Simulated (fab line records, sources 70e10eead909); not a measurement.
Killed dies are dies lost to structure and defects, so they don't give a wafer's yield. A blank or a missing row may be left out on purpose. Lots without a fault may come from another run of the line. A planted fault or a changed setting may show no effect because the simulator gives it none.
Chamber matching | flow nand_harc | NHARC_P_BONDPAD_DESCUM_11 on rie_diel-02: 4 sister chambers
The step chemistry O2, time 3 s. 14 wafers are shown with their chamber, then 7 later ones without.

WAFERS WITH THEIR CHAMBER
wafer  | chamber | showerhead_plenum_p_Torr (Torr) | oes_product_au (a.u.) | rf_vpp_V (V)
L077.2 | 2       | 1.93                            | 0.996                 | 55.7
L077.4 | 0       | 2.01                            | 1.009                 | 58.2
L077.6 | 2       | 1.93                            | 1.002                 | 58.7
L083.1 | 1       | 1.86                            | 1.016                 | 58.1
L083.2 | 0       | 2.00                            | 1.005                 | 59.1
L083.6 | 0       | 2.00                            | 1.005                 | 57.6
L084.2 | 3       | 1.91                            | 1.013                 | 56.1
L084.3 | 2       | 1.92                            | 1.002                 | 58.0
L084.6 | 2       | 1.92                            | 1.001                 | 58.7
L086.1 | 3       | 1.91                            | 1.004                 | 58.4
L086.2 | 2       | 1.93                            | 1.000                 | 57.7
L086.5 | 3       | 1.91                            | 1.013                 | 58.5
L087.1 | 1       | 1.86                            | 1.008                 | 56.7
L087.2 | 3       | 1.91                            | 1.005                 | 58.2

SIGNATURES (means of the wafers above)
reading                  | chamber 0 | chamber 1 | chamber 2 | chamber 3 | scatter within a chamber
showerhead_plenum_p_Torr | 2.0033    | 1.8600    | 1.9260    | 1.9100    | 0.00432
oes_product_au           | 1.00633   | 1.01200   | 1.00020   | 1.00875   | 0.00374
rf_vpp_V                 | 58.300    | 57.400    | 57.760    | 57.800    | 1.1
Rule: a wafer's distance from a chamber is the root of the sum, over the readings, of the square of ((its reading less the chamber's mean) divided by the reading's scatter). The wafer belongs to the nearest chamber; if the next one is less than 2 further off, it can't be placed. The scatter: the root of (the sum of the squares of (reading less its chamber's mean) over the shown wafers, divided by (wafers less chambers)).

WAFERS WITHOUT THEIR CHAMBER
wafer  | showerhead_plenum_p_Torr (Torr) | oes_product_au (a.u.) | rf_vpp_V (V)
L087.4 | 2.00                            | 1.003                 | 58.2
L092.2 | 1.92                            | 0.996                 | 57.8
L092.3 | 2.00                            | 1.010                 | 58.3
L092.4 | 1.86                            | 1.013                 | 55.8
L093.1 | 1.91                            | 1.014                 | 56.1
L093.3 | 2.00                            | 1.011                 | 57.5
L093.4 | 1.92                            | 1.006                 | 57.8

WHICH CHAMBER EACH WENT THROUGH
wafer  | from the rows above     | in truth
L087.4 | 0                       | 0
L092.2 | 2                       | 2
L092.3 | 0                       | 0
L092.4 | 1                       | 1
L093.1 | 3                       | 3
L093.3 | 0                       | 0
L093.4 | can't be placed: 2 or 3 | 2
Placed correctly: 6 of 7. Can't be placed from these rows: 1 (the true chamber is among the candidates in 1). Placed wrongly: 0.
